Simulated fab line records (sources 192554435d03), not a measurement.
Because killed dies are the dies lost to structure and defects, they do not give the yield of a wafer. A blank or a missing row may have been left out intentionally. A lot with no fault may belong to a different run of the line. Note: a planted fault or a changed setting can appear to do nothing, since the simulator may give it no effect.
fab line records	flow n5Finfet
[record] lots = 12	wafers = 36	lastDay = 17
route steps=1938 shown BEOL_M13@1671 PASSIVATION@1936
lots untouched by any fault: they come from a run of this same line in which no faults occurred
startH: the number of hours between the record's first day and the start of the first shown wafer of the lot	waitH: hours since the lot's step before	" as in the row above	L1.1+2: a single row standing in for several wafers	- no value, or no start given	* or withheld: withheld	< > ~ a bound
route shown NAME@n: NAME is a module with steps in the file, n the number in the route of the first one	usual: mean/standard deviation taken from wafers without a fault	same: alike in all rows	chamber/n: place in a boat	sites: each site's reading	_std_site: the values' standard deviation	_edge_site: mean of outer sites minus mean of inner sites	radiusMm: for every site, how far away it sits from the centre of the wafer	mask NAME#n: copy n	behind: the last tool/chamber to shape the wafer	hold: the reason the lot was held/the length of the hold in hours/how it ended	device: whichever transistor did not switch (one of n, p or np)	end of line: the tests these same wafers got at the end of their route	for a step that has no rows: nothing shown but its recipe	killed: at the first sort, the dies lost to defects and structure; wafer yield is something else	map: dies across one wafer; x = killed, . = not, _ = none there
set.NAME: setting as actually run; set.NAME@STEP: the setting as run at that earlier step	model.NAME: the simulator's own value behind a step, which no gauge read
route steps across a sampled set of lots; one table per step, one row per wafer
services: a tool's chamber out of use, with start hour (startH, from the record's first day; less than 0 if before it), hours out, and reason
[[steps]]
[step N5_BEOL_M13_INSPECT_12]
[recipe] mode = adi	inspectInstrument = macro
[usual] rawDefectCount = 2.1/1.6
lot.wafer	tool	chamber	startH	waitH	rawDefectCount
L125.1	defectInspect-02	-	224.49	0.0	3
L125.4	"	-	"	"	2
L125.6	"	-	"	"	3
L126.1	defectInspect-01	-	235.23	0.0	2
L126.2	"	-	"	"	4
L126.4	"	-	"	"	3
L129.1	defectInspect-01	-	248.69	0.0	1
L129.3	"	-	"	"	2
L129.5	"	-	"	"	2
L128.2	defectInspect-01	-	249.74	0.0	0
L128.3	"	-	"	"	0
L128.4	"	-	"	"	1
L127.1	defectInspect-02	-	250.59	0.0	2
L127.3	"	-	"	"	3
L127.5	"	-	"	"	2
L130.1	defectInspect-01	-	254.78	0.0	1
L130.2	"	-	"	"	1
L130.4	"	-	"	"	2
L131.2	defectInspect-02	-	262.71	0.0	2
L131.4	"	-	"	"	0
L131.5	"	-	"	"	1
L133.1	defectInspect-01	-	278.61	0.0	2
L133.4	"	-	"	"	1
L133.6	"	-	"	"	2
L135.1	defectInspect-02	-	283.72	0.0	3
L135.2	"	-	"	"	2
L135.3	"	-	"	"	2
L142.1	defectInspect-01	-	347.52	0.0	0
L142.4	"	-	"	"	1
L142.5	"	-	"	"	5
L146.1	defectInspect-01	-	357.25	0.0	0
L146.2	"	-	"	"	4
L146.3	"	-	"	"	0
L148.2	defectInspect-02	-	373.32	0.0	0
L148.4	"	-	"	"	2
L148.5	"	-	"	"	5
[step N5_BEOL_M13_STRIP_63]
[recipe] chemistry = N2/H2	powerW = 1000	tempC = 250	h2Frac = 0.65	overashFraction = 0.3	pressureMtorr = 1000	n2FlowSccm = 1750	h2FlowSccm = 3250
[usual] drypumpMotorCurrentA = 5.7/0.55	heaterPowerW = 357/21	oesProductAu = 0.674/0.005	stripTimeToEndpointS = 27.6/0.94
[same] overashFraction = 0.3
lot.wafer	tool	chamber	startH	waitH	drypumpMotorCurrentA	heaterPowerW	oesProductAu	rfHoursCounterH	stripTimeToEndpointS
L125.1	plasmaAsher-02	0	224.85	-	5.9	381	0.667	117	28.3
L125.4	"	1	"	"	5.9	314	0.675	-	26.0
L125.6	"	0	"	"	5.8	396	0.675	-	26.4
L126.1	plasmaAsher-02	1	235.59	-	5.9	321	0.675	118	27.9
L126.2	"	0	"	"	5.9	386	0.679	118	28.2
L126.4	"	0	"	"	5.8	380	0.679	-	26.7
L129.1	plasmaAsher-02	1	249.05	-	5.9	317	0.677	121	27.6
L129.3	"	1	"	"	5.9	323	0.675	-	27.5
L129.5	"	0	"	"	5.8	394	0.664	-	26.8
L128.2	plasmaAsher-01	1	250.09	-	6.4	352	0.666	71	28.3
L128.3	"	1	"	"	6.4	356	0.679	-	30.0
L128.4	"	0	"	"	5.0	368	0.672	-	28.0
L127.1	plasmaAsher-02	1	250.94	-	5.8	322	0.668	121	28.3
L127.3	"	0	"	"	5.8	391	0.670	-	28.7
L127.5	"	0	"	"	5.8	377	0.675	-	27.3
L130.1	plasmaAsher-02	1	255.14	-	5.9	314	0.677	123	27.1
L130.2	"	0	"	"	5.9	384	0.667	123	29.0
L130.4	"	0	"	"	5.9	379	0.667	-	27.0
L131.2	plasmaAsher-01	1	263.07	-	6.3	358	0.688	74	29.5
L131.4	"	1	"	"	6.4	351	0.676	-	28.3
L131.5	"	1	"	"	6.4	359	0.672	-	28.2
L133.1	plasmaAsher-01	0	278.97	-	5.0	366	0.680	77	28.5
L133.4	"	1	"	"	6.4	351	0.673	-	27.6
L133.6	"	1	"	"	6.4	351	0.680	-	26.8
L135.1	plasmaAsher-01	1	284.08	-	6.4	358	0.678	78	28.7
L135.2	"	0	"	"	5.0	363	0.665	78	27.6
L135.3	"	0	"	"	5.0	364	0.664	-	26.7
L142.1	plasmaAsher-02	1	347.88	-	5.9	315	0.673	141	27.7
L142.4	"	1	"	"	5.9	314	0.676	-	27.6
L142.5	"	0	"	"	5.8	392	0.661	-	26.8
L146.1	plasmaAsher-02	0	357.61	-	5.8	383	0.671	143	28.2
L146.2	"	1	"	"	5.9	314	0.674	143	28.5
L146.3	"	0	"	"	5.8	391	0.675	-	28.6
L148.2	plasmaAsher-02	0	373.68	-	5.8	382	0.679	147	28.7
L148.4	"	1	"	"	5.9	323	0.677	-	26.1
L148.5	"	1	"	"	5.9	312	0.665	-	27.4
[step N5_BEOL_M13_INSPECT_30]
[recipe] mode = adi	inspectInstrument = macro
[usual] rawDefectCount = 2.1/1.4
lot.wafer	tool	chamber	startH	waitH	rawDefectCount
L125.1	defectInspect-01	-	225.47	0.0	0
L125.4	"	-	"	"	1
L125.6	"	-	"	"	2
L126.1	defectInspect-01	-	236.31	0.0	3
L126.2	"	-	"	"	3
L126.4	"	-	"	"	2
L129.1	defectInspect-01	-	249.64	0.0	0
L129.3	"	-	"	"	0
L129.5	"	-	"	"	2
L128.2	defectInspect-01	-	250.68	0.0	4
L128.3	"	-	"	"	3
L128.4	"	-	"	"	2
L127.1	defectInspect-02	-	251.53	0.0	1
L127.3	"	-	"	"	1
L127.5	"	-	"	"	1
L130.1	defectInspect-01	-	255.73	0.0	1
L130.2	"	-	"	"	2
L130.4	"	-	"	"	3
L131.2	defectInspect-02	-	263.66	0.0	3
L131.4	"	-	"	"	1
L131.5	"	-	"	"	0
L133.1	defectInspect-01	-	279.56	0.0	290
L133.4	"	-	"	"	271
L133.6	"	-	"	"	286
L135.1	defectInspect-02	-	284.79	0.0	286
L135.2	"	-	"	"	>300
L135.3	"	-	"	"	>300
L142.1	defectInspect-01	-	348.47	0.0	0
L142.4	"	-	"	"	1
L142.5	"	-	"	"	0
L146.1	defectInspect-02	-	358.20	0.0	0
L146.2	"	-	"	"	3
L146.3	"	-	"	"	1
L148.2	defectInspect-01	-	374.26	0.0	2
L148.4	"	-	"	"	3
L148.5	"	-	"	"	1
[step N5_BEOL_M13_ETCH_68]
[recipe] chemistry = N2/H2	target = SOC	maskMaterial = SiARC	sourceW = 3000	biasW = 350	tempC = 40	timeS = 355	ionEnergyEv = 200	pressureMtorr = 30	n2FlowSccm = 200	h2FlowSccm = 200
[usual] drypumpMotorCurrentA = 5.87/0.25	oesProductAu = 0.79/0.082	rfVppV = 524/3.1	showerheadPlenumPTorr = 2.54/0.1	throttleValvePct = 17.80/0.27
lot.wafer	tool	chamber	startH	waitH	drypumpMotorCurrentA	oesProductAu	rfHoursCounterH	rfVppV	showerheadPlenumPTorr	throttleValvePct
L125.1	rieDiel-04	1	225.69	0.1	6.01	0.84	91	521	2.48	17.63
L125.4	"	3	"	"	6.20	0.73	188	523	2.54	18.11
L125.6	"	3	"	"	6.20	0.74	-	523	2.54	18.11
L126.1	rieDiel-04	1	236.53	0.1	6.02	0.83	94	520	2.48	17.63
L126.2	"	0	"	"	5.51	0.71	203	520	2.41	17.87
L126.4	"	2	"	"	5.66	0.90	13	527	2.70	17.38
L129.1	rieDiel-05	1	249.85	0.1	5.69	0.96	6	523	2.50	17.50
L129.3	"	2	"	"	5.82	0.84	81	529	2.69	17.97
L129.5	"	0	"	"	5.82	0.68	-	523	2.50	18.23
L128.2	rieDiel-03	2	250.90	0.1	5.71	0.74	176	527	2.62	17.88
L128.3	"	1	"	"	5.54	0.73	196	519	2.43	18.10
L128.4	"	0	"	"	6.31	0.71	202	523	2.52	18.13
L127.1	rieDiel-04	1	251.75	0.1	6.00	0.83	99	523	2.47	17.63
L127.3	"	2	"	"	5.61	0.88	18	529	2.70	17.39
L127.5	"	3	"	"	6.23	0.74	-	524	2.53	18.12
L130.1	rieDiel-04	1	255.94	0.1	6.02	0.84	100	523	2.47	17.64
L130.2	"	3	"	"	6.23	0.73	198	525	2.53	18.12
L130.4	"	1	"	"	6.03	0.83	-	522	2.47	17.63
L131.2	rieDiel-03	0	263.87	0.1	6.30	0.71	206	523	2.52	18.12
L131.4	"	2	"	"	5.71	0.73	180	526	2.62	17.85
L131.5	"	2	"	"	5.72	0.74	-	527	2.62	17.88
L133.1	rieDiel-03	3	279.77	0.1	5.82	0.91	27	527	2.70	17.45
L133.4	"	1	"	"	5.59	0.73	206	520	2.43	18.13
L133.6	"	1	"	"	5.57	0.73	-	522	2.43	18.11
L135.1	rieDiel-04	0	285.00	0.1	5.52	0.70	212	519	2.40	17.89
L135.2	"	2	"	"	5.63	0.87	30	526	2.70	17.42
L135.3	"	3	"	"	6.22	0.71	208	524	2.53	18.16
L142.1	rieDiel-05	1	348.68	0.1	5.67	0.90	33	522	2.49	17.54
L142.4	"	3	"	"	5.99	0.71	-	521	2.41	17.91
L142.5	"	1	"	"	5.67	0.91	-	522	2.49	17.57
L146.1	rieDiel-04	3	358.55	0.1	6.24	0.70	231	523	2.52	18.18
L146.2	"	2	"	"	5.66	0.82	53	528	2.69	17.46
L146.3	"	1	"	"	5.99	0.80	128	520	2.46	17.68
L148.2	rieDiel-05	1	374.48	0.1	5.69	0.89	42	522	2.48	17.55
L148.4	"	3	"	"	6.03	0.71	211	520	2.41	17.91
L148.5	"	1	"	"	5.68	0.89	-	522	2.48	17.56
[step N5_BEOL_M13_OCD_MEAS_35]
[usual] trenchDepthNm = 414/5.2
lot.wafer	tool	chamber	startH	waitH	trenchDepthNm
L125.1	ocd-02	-	226.08	0.0	419
L125.4	"	-	"	"	414
L125.6	"	-	"	"	413
L126.1	ocd-01	-	236.92	0.0	416
L126.2	"	-	"	"	410
L126.4	"	-	"	"	408
L129.1	ocd-02	-	250.25	0.0	421
L129.3	"	-	"	"	422
L129.5	"	-	"	"	411
L128.2	ocd-01	-	251.29	0.0	412
L128.3	"	-	"	"	412
L128.4	"	-	"	"	413
L127.1	ocd-02	-	252.14	0.0	421
L127.3	"	-	"	"	408
L127.5	"	-	"	"	416
L130.1	ocd-02	-	256.34	0.0	423
L130.2	"	-	"	"	410
L130.4	"	-	"	"	422
L131.2	ocd-01	-	264.27	0.0	416
L131.4	"	-	"	"	411
L131.5	"	-	"	"	409
L133.1	ocd-02	-	280.17	0.0	418
L133.4	"	-	"	"	409
L133.6	"	-	"	"	411
L135.1	ocd-02	-	285.40	0.0	416
L135.2	"	-	"	"	410
L135.3	"	-	"	"	417
L142.1	ocd-02	-	349.08	0.0	418
L142.4	"	-	"	"	410
L142.5	"	-	"	"	415
L146.1	ocd-01	-	358.95	0.0	414
L146.2	"	-	"	"	409
L146.3	"	-	"	"	424
L148.2	ocd-02	-	374.88	0.0	421
L148.4	"	-	"	"	410
L148.5	"	-	"	"	416
[step N5_PASSIVATION_PROBE_49]
[usual] defectLimitedYield = 91.0/1.5	killed_at_M0_to_M3 = 34/11	killed_at_M4_up = 14/5.3	killedAtContacts = 13/7	killedAtFrontEnd = 41/13	killedAtOther = 4/3.1	killedDies = 106/17	killedOpen = 70/12	killedShort = 35/8	sort_bin_5_function = 5.2/0.98	sort_bin_6_memory = 3.4/0.69	sortNPass = 1074/17	sortYieldPct = 91.0/1.5
[same] grossDies = 1180	killedAtBackSide = 0	sort_bin_4_leakage[%] = 0	sort_bin_8_speed[%] = 0
lot.wafer	tool	chamber	startH	waitH	defectLimitedYield[%]	killed_at_M0_to_M3	killed_at_M4_up	killedAtContacts	killedAtFrontEnd	killedAtOther	killedDies	killedOpen	killedShort	sort_bin_5_function[%]	sort_bin_6_memory[%]	sortNPass	sortYieldPct[%]
L127.1	prober-01	-	287.03	0.1	89.6	34	15	20	44	10	123	88	34	6.9	3.2	1057	89.6
L127.3	prober-01	-	287.13	0.2	87.0	27	17	17	89	3	153	113	40	7.7	4.8	1027	87.0
L127.5	prober-01	-	287.23	0.3	87.0	42	12	26	67	6	153	106	47	8.1	4.6	1027	87.0
L142.1	prober-02	-	377.16	0.0	89.4	43	12	13	54	3	125	78	45	6.5	3.7	1055	89.4
L142.4	prober-02	-	377.31	0.2	90.3	40	10	20	40	4	114	71	41	4.8	4.1	1066	90.3
L142.5	prober-02	-	377.36	0.2	91.1	41	9	28	25	2	105	73	31	5.1	3.6	1075	91.1
L146.1	prober-01	-	393.31	0.0	92.8	22	8	4	46	5	85	48	35	4.0	2.9	1095	92.8
L146.2	prober-01	-	393.36	0.1	89.7	32	9	4	74	2	121	89	31	5.2	4.7	1059	89.7
L146.3	prober-01	-	393.41	0.1	90.8	32	7	13	53	3	108	82	24	4.9	3.8	1072	90.8
L148.2	prober-02	-	409.86	0.1	88.8	52	24	4	51	1	132	85	43	6.4	3.9	1048	88.8
L148.4	prober-02	-	409.96	0.2	90.5	34	14	13	50	1	112	79	33	5.8	3.5	1068	90.5
L148.5	prober-02	-	410.01	0.2	90.7	41	15	8	44	2	110	74	33	5.8	3.2	1070	90.7
// killed by level:class
L127.1 STI_FIN_REVEAL:geometricParticle:open=16 MOL_CONTACT_COAG:geometricParticle:open=16 BEOL_M2:geometricParticle:open=9 BEOL_M0_SAQP:geometricParticle:open=7 BEOL_M0_SAQP:geometricParticle:short=5 BEOL_M4:geometricParticle:open=5 FIN_SAQP:geometricParticle:short=4 MOL_CONTACT_COAG:geometricParticle:short=4
L127.3 STI_FIN_REVEAL:geometricParticle:open=44 MOL_CONTACT_COAG:geometricParticle:open=14 STI_FIN_REVEAL:geometricParticle:short=11 BEOL_M4:geometricParticle:open=10 BEOL_M3:geometricParticle:open=9 FIN_SAQP:geometricParticle:open=7 BEOL_M0_SAQP:geometricParticle:short=7 FIN_SAQP:geometricParticle:short=6
L127.5 STI_FIN_REVEAL:geometricParticle:open=32 MOL_CONTACT_COAG:geometricParticle:open=20 STI_FIN_REVEAL:geometricParticle:short=14 BEOL_M0_SAQP:geometricParticle:open=14 BEOL_M4:geometricParticle:open=10 BEOL_M0_SAQP:geometricParticle:short=9 MOL_CONTACT_COAG:geometricParticle:short=6 BEOL_M1:geometricParticle:open=6
L142.1 STI_FIN_REVEAL:geometricParticle:open=14 BEOL_M2:geometricParticle:open=14 FIN_SAQP:geometricParticle:short=11 MOL_CONTACT_COAG:geometricParticle:open=11 BEOL_M2:geometricParticle:short=7 BEOL_M3:geometricParticle:open=6 STARTING-WAFER:geometricParticle:short=6 BEOL_M0_SAQP:geometricParticle:open=5
L142.4 FIN_SAQP:geometricParticle:short=13 MOL_CONTACT_COAG:geometricParticle:open=12 BEOL_M3:geometricParticle:open=11 BEOL_M2:geometricParticle:open=10 MOL_CONTACT_COAG:geometricParticle:short=8 BEOL_M0_SAQP:geometricParticle:open=7 FIN_SAQP:geometricParticle:open=6 BEOL_M1:geometricParticle:open=5
L142.5 MOL_CONTACT_COAG:geometricParticle:open=22 BEOL_M2:geometricParticle:open=10 BEOL_M3:geometricParticle:open=8 MOL_CONTACT_COAG:geometricParticle:short=6 FIN_SAQP:geometricParticle:open=5 BEOL_M0:geometricParticle:open=5 DUMMY_GATE:geometricParticle:open=4 BEOL_M0_SAQP:geometricParticle:short=4
L146.1 STI_FIN_REVEAL:geometricParticle:open=13 FIN_SAQP:geometricParticle:short=10 FIN_SAQP:geometricParticle:open=7 BEOL_M2:geometricParticle:short=5 MOL_CONTACT_COAG:geometricParticle:open=4 BEOL_M0_SAQP:geometricParticle:short=4 BEOL_M3:geometricParticle:open=4 MIM_TOP_ETCH:geometricParticle:short=4
L146.2 FIN_SAQP:geometricParticle:open=27 STI_FIN_REVEAL:geometricParticle:open=26 BEOL_M3:geometricParticle:open=9 BEOL_M0_SAQP:geometricParticle:open=8 FIN_SAQP:geometricParticle:short=7 BEOL_M0_SAQP:geometricParticle:short=6 STI_FIN_REVEAL:geometricParticle:short=5 BEOL_M4:geometricParticle:open=4
L146.3 STI_FIN_REVEAL:geometricParticle:open=22 FIN_SAQP:geometricParticle:open=13 MOL_CONTACT_COAG:geometricParticle:open=12 BEOL_M2:geometricParticle:open=10 BEOL_M0_SAQP:geometricParticle:open=6 STI_FIN_REVEAL:geometricParticle:short=5 BEOL_M0_SAQP:geometricParticle:short=5 GATE_CUT:geometricParticle:open=4
L148.2 BEOL_M0_SAQP:geometricParticle:short=18 BEOL_M0_SAQP:geometricParticle:open=14 BEOL_M4:geometricParticle:open=12 FIN_SAQP:geometricParticle:open=11 STI_FIN_REVEAL:geometricParticle:open=11 BEOL_M3:geometricParticle:open=7 STARTING-WAFER:geometricParticle:short=7 DUMMY_GATE:geometricParticle:open=6
L148.4 STI_FIN_REVEAL:geometricParticle:open=21 MOL_CONTACT_COAG:geometricParticle:open=11 BEOL_M3:geometricParticle:open=10 STI_FIN_REVEAL:geometricParticle:short=6 FIN_SAQP:geometricParticle:open=5 FIN_SAQP:geometricParticle:short=5 BEOL_M0_SAQP:geometricParticle:short=5 BEOL_M2:geometricParticle:open=5
L148.5 BEOL_M3:geometricParticle:open=14 FIN_SAQP:geometricParticle:open=10 BEOL_M0_SAQP:geometricParticle:open=10 BEOL_M0_SAQP:geometricParticle:short=10 FIN_SAQP:geometricParticle:short=7 STI_FIN_REVEAL:geometricParticle:open=7 MOL_CONTACT_COAG:geometricParticle:open=6 BEOL_M0:geometricParticle:open=4
[[services]]
tool	chamber	startH	hours	kind
rieDiel-05	1	210.42	-	clean
rieDiel-05	1	210.42	-	consumableReplace:focusRing
rieDiel-05	1	210.42	23.2	scheduledDown
rieDiel-05	1	210.42	23.2	ventCycle
rieDiel-04	-	234.11	1.7	repair
rieDiel-04	0	248.92	19.3	repair
rieDiel-05	0	250.22	-	clean
rieDiel-05	0	250.22	-	consumableReplace:focusRing
rieDiel-05	-	261.73	0.6	repair
rieDiel-05	-	266.08	0.8	repair
rieDiel-04	1	276.61	5.4	repair
rieDiel-04	-	281.45	0.4	repair
rieDiel-04	1	283.72	16.7	repair
rieDiel-05	1	290.76	9.6	repair
rieDiel-03	1	318.53	5.0	repair
rieDiel-04	0	325.47	51.5	repair
rieDiel-04	-	336.74	2.8	pm
rieDiel-05	0	345.20	7.0	repair
plasmaAsher-02	-	371.17	0.6	repair
[[key]]
[firstSign] step = N5_BEOL_M13_INSPECT_30	reading = rawDefectCount	direction = up	sigmas = 99+	usual = 2.1	struck = >288.8
effect none on later readings
metAt N5_BEOL_M13_STRIP_63
struckLots L133,L135
rowsEnd L133.1,L133.4,L133.6,L135.1,L135.2,L135.3
notActingAt N5_BEOL_M13_INSPECT_12,N5_BEOL_M13_ETCH_68,N5_BEOL_M13_OCD_MEAS_35
onsetBetween 263.07 278.97
[fault] kind = chamberParticleSource	tool = plasmaAsher-01	chamber = -	onsetH = 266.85	steps = N5_BEOL_M13_STRIP_63	ratePerVisitCm2 = 0.47131
// rowsEnd: these wafers met a further fault down the route, and their rows from its step on are left out
